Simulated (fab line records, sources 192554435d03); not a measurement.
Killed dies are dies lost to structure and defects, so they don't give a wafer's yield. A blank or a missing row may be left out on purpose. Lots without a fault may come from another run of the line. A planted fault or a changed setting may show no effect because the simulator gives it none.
Chamber matching | flow n5_finfet | N5_BEOL_M5_DEP_56 on pecvd-04: 3 sister chambers
The step deposits SiCN from 3MS/NH3, target thk 8 nm, time 14 s. 18 wafers are shown with their chamber, then 9 later ones without.

WAFERS WITH THEIR CHAMBER
wafer  | chamber | showerhead_vpp_V (V) | showerhead_plenum_p_Torr (Torr) | throttle_valve_pct (%)
L076.1 | 0       | 764                  | 3.669                           | 9.07
L076.2 | 1       | 931                  | 3.662                           | 9.09
L076.4 | 2       | 894                  | 3.660                           | 8.75
L077.1 | 2       | 877                  | 3.655                           | 8.95
L077.4 | 2       | 888                  | 3.659                           | 9.32
L077.6 | 1       | 939                  | 3.674                           | 8.94
L081.2 | 2       | 896                  | 3.658                           | 8.99
L081.4 | 2       | 901                  | 3.652                           | 9.03
L081.5 | 2       | 897                  | 3.657                           | 9.14
L083.1 | 0       | 765                  | 3.672                           | 8.66
L083.2 | 1       | 935                  | 3.666                           | 8.75
L083.6 | 1       | 954                  | 3.665                           | 9.27
L084.3 | 1       | 946                  | 3.657                           | 8.94
L084.5 | 0       | 777                  | 3.675                           | 8.74
L084.6 | 2       | 867                  | 3.664                           | 9.30
L085.1 | 2       | 899                  | 3.660                           | 8.90
L085.3 | 1       | 926                  | 3.660                           | 8.98
L085.5 | 0       | 766                  | 3.678                           | 9.05

SIGNATURES (means of the wafers above)
reading                  | chamber 0 | chamber 1 | chamber 2 | scatter within a chamber
showerhead_vpp_V         | 768.00    | 938.50    | 889.88    | 10.4
showerhead_plenum_p_Torr | 3.67350   | 3.66400   | 3.65813   | 0.00455
throttle_valve_pct       | 8.8800    | 8.9950    | 9.0475    | 0.192
Rule: a wafer's distance from a chamber is the root of the sum, over the readings, of the square of ((its reading less the chamber's mean) divided by the reading's scatter). The wafer belongs to the nearest chamber; if the next one is less than 2 further off, it can't be placed. The scatter: the root of (the sum of the squares of (reading less its chamber's mean) over the shown wafers, divided by (wafers less chambers)).

WAFERS WITHOUT THEIR CHAMBER
wafer  | showerhead_vpp_V (V) | showerhead_plenum_p_Torr (Torr) | throttle_valve_pct (%)
L087.1 | 962                  | 3.666                           | 9.04
L087.3 | 904                  | 3.657                           | 9.20
L087.4 | 763                  | 3.671                           | 8.91
L088.1 | 755                  | 3.676                           | 8.81
L088.4 | 956                  | 3.662                           | 8.96
L088.5 | 881                  | 3.660                           | 8.88
L092.2 | 895                  | 3.665                           | 8.79
L092.3 | 771                  | 3.666                           | 9.14
L092.4 | 890                  | 3.659                           | 9.38

WHICH CHAMBER EACH WENT THROUGH
wafer  | from the rows above | in truth
L087.1 | 1                   | 1
L087.3 | 2                   | 2
L087.4 | 0                   | 0
L088.1 | 0                   | 0
L088.4 | 1                   | 1
L088.5 | 2                   | 2
L092.2 | 2                   | 2
L092.3 | 0                   | 0
L092.4 | 2                   | 2
Placed correctly: 9 of 9. Can't be placed from these rows: 0. Placed wrongly: 0.
